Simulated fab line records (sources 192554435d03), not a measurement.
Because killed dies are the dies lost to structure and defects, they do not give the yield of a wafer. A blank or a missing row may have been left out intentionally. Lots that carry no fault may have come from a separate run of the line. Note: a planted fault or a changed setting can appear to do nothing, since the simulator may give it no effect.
A lot that was struck, set against a sound lot | flow n5_finfet | 26 out of 1938 route steps
Sound: wafers L625.3, L625.4, L625.6. Struck: wafer L629.5. (L629.1, L629.4 of the same lot were not struck and are left out.) The cause comes at the end.
Each step with rows lists, per side, the tool, then ch with its chambers, then its first start. Under that, the readings that differ: sound wafers | struck wafers | difference of the means | sigmas: that difference in standard deviations of wafers without a fault.
alike: readings with means less than 2 such deviations apart, plus words and numbers identical on both sides. not compared: withheld readings, readings lacking a value on some wafer, bounds such as >300 that could conceal the same value, and numbers that have no deviation in the record and whose values overlap.
A row with sigmas, a row that says differs or no value, or rows on one side alone: a step with any of these is where the two part. Non-overlapping numbers with no deviation appear without sigmas and do not part them. A reading missing from all wafers of one side parts the sides only when that side holds two or more wafers.

N5_STI_FIN_REVEAL_ALD_14: deposits Si3N4, target thk 3 nm.
  sound on ald_sin-03 ch 1,2,3, day 2 15:39; struck on ald_sin-03 ch 1, day 3 16:35
  alike: heater_power_w
then, 2 steps without rows for these wafers: N5_STI_FIN_REVEAL_FCVD_FILL_01 (material SiO2 flowable, target thk 312 nm, time 512.2 s); N5_STI_FIN_REVEAL_DENSIFY_02 (time 1800 s).
N5_STI_FIN_REVEAL_CMP_04: polishes, stops on Si3N4, t overpolish 4 s, target thk 131.83 nm.
  sound on cmp-04 ch 1,2,3, day 2 22:02; struck on cmp-01 ch 2, day 3 21:38
  alike: motor_current_A, overpolish_run_s, slurry_flow_ml_min, time_to_endpoint_s
N5_STI_FIN_REVEAL_THK_MEAS_05:
  sound: film_metro-02 at day 2 22:15; struck: film_metro-02 at day 3 21:56
  alike: thk_nm
then, 2 steps without rows for these wafers: N5_STI_FIN_REVEAL_DENSIFY_30; N5_STI_FIN_REVEAL_ETCHBACK_08 (etches SiO2 in C4F6/O2, target depth 30.5 nm, time 10.167 s).
N5_STI_FIN_REVEAL_STRIP_24: strips in N2/H2, time 90 s.
  sound on rie_diel-06 ch 0,2, day 2 22:32; struck on rie_diel-06 ch 0, day 3 22:12
  alike: bias_power_w, drypump_motor_current_A, h2_flow_sccm, oes_product_au, rf_vpp_V, showerhead_plenum_p_Torr, throttle_valve_pct
  not compared: rf_hours_counter_h
then, 4 steps without rows for these wafers: N5_STI_FIN_REVEAL_PRECLEAN_25 (cleans in SPM, time 90 s); N5_STI_FIN_REVEAL_PRECLEAN_26 (cleans in SC1, time 45 s); N5_STI_FIN_REVEAL_PRECLEAN_29 (cleans in DHF, time 30 s); N5_STI_FIN_REVEAL_SRD_12 (time 30 s).
N5_STI_FIN_REVEAL_RECESS_09: chemistry HF/NH3, target SiO2, afs cycles 11, target depth 42.5 nm, sublimation time 60 s.
  sound on vapor_etch-01 ch 0,1, day 2 23:16; struck on vapor_etch-01 ch 0, day 3 22:26
  alike: drypump_motor_current_A
then, 2 steps without rows for these wafers: N5_STI_FIN_REVEAL_STRIP_16 (strips SiNx in H3PO4, target depth 23.8 nm); N5_STI_FIN_REVEAL_PRECLEAN_17 (cleans in NF3:NH3, afs cycles 1, time 20 s, sublimation time 60 s).
N5_STI_FIN_REVEAL_ETCH_34: etches Si in H2, material Si, target depth 0.97 nm.
  sound on rie_si-04 ch 1,3, day 3 00:50; struck on rie_si-05 ch 2, day 4 00:31
  reading               | sound             | struck | difference | sigmas
  oes_product_au (a.u.) | 0.992 1.003 1.008 | 0.960  | -0.041     | -3
  alike: drypump_motor_current_A, h2_flow_sccm, rf_fwd_power_W, throttle_valve_pct
  not compared: rf_hours_counter_h
then, 4 steps without rows for these wafers: N5_STI_FIN_REVEAL_OXIDATION_31 (chemistry O2 PLASMA REMOTE, time 20 s); N5_STI_FIN_REVEAL_PRECLEAN_32 (cleans in NF3:NH3, afs cycles 1, time 20 s, sublimation time 60 s); N5_STI_FIN_REVEAL_STRIP_35 (strips Si3N4 in H3PO4, target depth 4 nm, time 39 s); N5_STI_FIN_REVEAL_SRD_21 (time 30 s).
N5_STI_FIN_REVEAL_OXIDATION_33: chemistry O2 PLASMA REMOTE, time 20 s.
  sound on plasma_asher-01 ch 0,1, day 3 01:16; struck on plasma_asher-02 ch 0, day 4 00:59
  reading                     | sound       | struck | difference | sigmas
  drypump_motor_current_A (A) | 6.5 6.0 6.4 | 5.2    | -1.1       | -2
  alike: heater_power_w, rf_fwd_power_W
  not compared: rf_hours_counter_h
then, 2 steps without rows for these wafers: N5_STI_FIN_REVEAL_CLEAN_19 (cleans in O3/DIW, time 120 s); N5_STI_FIN_REVEAL_SRD_23 (time 30 s).
N5_STI_FIN_REVEAL_CD_MEAS_22: target cd 6.238 nm, pitch 28 nm.
  sound: cd_sem-02 at day 3 01:25; struck: cd_sem-01 at day 4 01:10
  reading    | sound          | struck | difference | sigmas
  cd_nm (nm) | 6.53 6.46 6.64 | 5.87   | -0.67      | -2
N5_STI_FIN_REVEAL_FIN_H_MEAS_10:
  sound: ocd-02 at day 3 01:26; struck: ocd-02 at day 4 01:11
  reading              | sound          | struck | difference | sigmas
  trench_depth_nm (nm) | 52.4 52.3 52.9 | 44.4   | -8.1       | -14
then, 1 step without rows for these wafers: N5_STI_FIN_REVEAL_PRECLEAN_18 (cleans in SC2, time 45 s).

WHERE THEY PART
At N5_STI_FIN_REVEAL_ETCH_34 first; at N5_STI_FIN_REVEAL_FIN_H_MEAS_10 last (within this record only).

WHY: whatever the simulator had introduced
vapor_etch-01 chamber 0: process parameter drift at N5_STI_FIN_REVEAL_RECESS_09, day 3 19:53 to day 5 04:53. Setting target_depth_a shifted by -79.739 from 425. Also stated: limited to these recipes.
